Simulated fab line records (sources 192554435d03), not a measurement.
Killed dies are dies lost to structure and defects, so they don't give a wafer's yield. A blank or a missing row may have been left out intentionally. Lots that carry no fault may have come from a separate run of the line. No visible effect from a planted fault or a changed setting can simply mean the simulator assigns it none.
Check of tool commonality	flow n5-finfet	11 lots, 33 wafers sampled

## WHAT PROMPTED THE OPENING
Flagged at N5_BEOL_M7_CD_MEAS_11: reading cd-nm, on 2 of 11 lots. Fault-free wafers read 38.7 nm, with a standard deviation of 0.45.
Rule: a lot is flagged in two cases, either no wafer of it has a number, or all its wafers with numbers fall more than 4 standard deviations from that mean. All remaining lots are regarded as sound.

lot	measured	on	cd-nm (nm), wafer by wafer	flag
L846	day 10 04:08	cd-sem-03	38.7 37.8 38.7	
L849	day 11 08:05	cd-sem-02	39.1 38.3 38.6	
L852	day 11 17:06	cd-sem-02	38.1 37.8 39.1	
L850	day 12 07:23	cd-sem-03	38.3 38.9 38.8	
L855	day 12 11:57	cd-sem-03	38.5 38.2 38.5	
L859	day 14 05:05	cd-sem-02	38.7 38.6 38.4	
L862	day 14 22:15	cd-sem-03	42.7 42.7 41.8	FLAGGED
L860	day 14 22:52	cd-sem-01	38.3 38.8 38.4	
L863	day 15 01:17	cd-sem-03	38.4 39.0 39.1	
L866	day 16 06:34	cd-sem-02	41.2 41.0 41.2	FLAGGED
L867	day 16 09:53	cd-sem-01	39.4 39.2 39.4	
The numbers of the flagged lots are 41.8 nm on average: +3.1 nm against the usual, or +7 standard deviations.

## LOT BY LOT: THE TOOL USED
The record holds 3 process steps before the reading, out of a route of 1938 steps. Every cell lists first the tool, next ch and the chambers used by the sampled wafers, and last the start.
lot	flag	N5_BEOL_M6_PRE_CLEAN_45	N5_BEOL_M6_SURFACE_TREAT_79	N5_BEOL_M7_EXPOSE_08
L846		pvd-sputter-03, day 9 20:43	pvd-sputter-03, day 9 21:05	arfi-scanner-01 ch 0, day 10 04:01
L849		pvd-sputter-02, day 10 21:48	pvd-sputter-02, day 10 22:12	arfi-scanner-01 ch 0, day 11 07:58
L852		pvd-sputter-02, day 11 12:33	pvd-sputter-03, day 11 13:16	arfi-scanner-02 ch 0, day 11 16:59
L850		pvd-sputter-02, day 12 02:08	pvd-sputter-02, day 12 02:31	arfi-scanner-02 ch 0, day 12 07:15
L855		pvd-sputter-01, day 12 07:25	pvd-sputter-01, day 12 07:49	arfi-scanner-03 ch 0, day 12 11:50
L859		pvd-sputter-01, day 13 23:34	pvd-sputter-03, day 14 00:07	arfi-scanner-01 ch 0, day 14 04:58
L862	FLAGGED	pvd-sputter-01, day 14 19:11	pvd-sputter-01, day 14 19:32	arfi-scanner-01 ch 0, day 14 22:08
L860		pvd-sputter-03, day 14 19:48	pvd-sputter-03, day 14 20:23	arfi-scanner-03 ch 0, day 14 22:45
L863		pvd-sputter-02, day 14 21:20	pvd-sputter-01, day 14 21:50	arfi-scanner-03 ch 0, day 15 01:09
L866	FLAGGED	pvd-sputter-03, day 16 02:27	pvd-sputter-03, day 16 02:57	arfi-scanner-01 ch 0, day 16 06:26
L867		pvd-sputter-03, day 16 05:32	pvd-sputter-03, day 16 05:58	arfi-scanner-02 ch 0, day 16 09:46
These steps, and what they do:
- N5_BEOL_M6_PRE_CLEAN_45: time 30 s.
- N5_BEOL_M6_SURFACE_TREAT_79
- N5_BEOL_M7_EXPOSE_08: exposes mask M7.
- N5_BEOL_M7_CD_MEAS_11: target cd 38.5 nm.

## FLAGGED AGAINST TOTAL, ONE TOOL AT A TIME (gauges that did the reading follow at the end)
step	tool	lots run	flagged	share of the flagged lots	sound lots run after its first flagged lot
N5_BEOL_M6_PRE_CLEAN_45	pvd-sputter-01	3	1	some	0
N5_BEOL_M6_PRE_CLEAN_45	pvd-sputter-02	4	0	none	-
N5_BEOL_M6_PRE_CLEAN_45	pvd-sputter-03	4	1	some	1 (L867)
N5_BEOL_M6_SURFACE_TREAT_79	pvd-sputter-01	3	1	some	1 (L863)
N5_BEOL_M6_SURFACE_TREAT_79	pvd-sputter-02	2	0	none	-
N5_BEOL_M6_SURFACE_TREAT_79	pvd-sputter-03	6	1	some	1 (L867)
N5_BEOL_M7_EXPOSE_08	arfi-scanner-01	5	2	all	0
N5_BEOL_M7_EXPOSE_08	arfi-scanner-02	3	0	none	-
N5_BEOL_M7_EXPOSE_08	arfi-scanner-03	3	0	none	-
N5_BEOL_M7_CD_MEAS_11	cd-sem-01	2	0	none	-
N5_BEOL_M7_CD_MEAS_11	cd-sem-02	4	1	some	0
N5_BEOL_M7_CD_MEAS_11	cd-sem-03	5	1	some	1 (L863)

## WHAT THE TABLE ALLOWS
In the table, 1 row covers all flagged lots: arfi-scanner-01 at N5_BEOL_M7_EXPOSE_08.
- arfi-scanner-01 at N5_BEOL_M7_EXPOSE_08: 2 of its 5 lots flagged. Last sound lot L859 at day 14 04:58, first flagged lot L862 at day 14 22:08; a fault beginning in between fits. Its own readings (exposure-dose-mJ-cm2) fall more than 4 standard deviations out on all wafers of the flagged lots.
arfi-scanner-01 at N5_BEOL_M7_EXPOSE_08 is the single tool remaining.

## WHAT THE SIMULATOR HAD PUT IN
Process parameters drifting: arfi-scanner-01 at N5_BEOL_M7_EXPOSE_08, beginning at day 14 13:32. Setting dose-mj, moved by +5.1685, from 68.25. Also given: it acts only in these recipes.
Lots struck among those shown: L862, L866. The rule above reached the same finding.
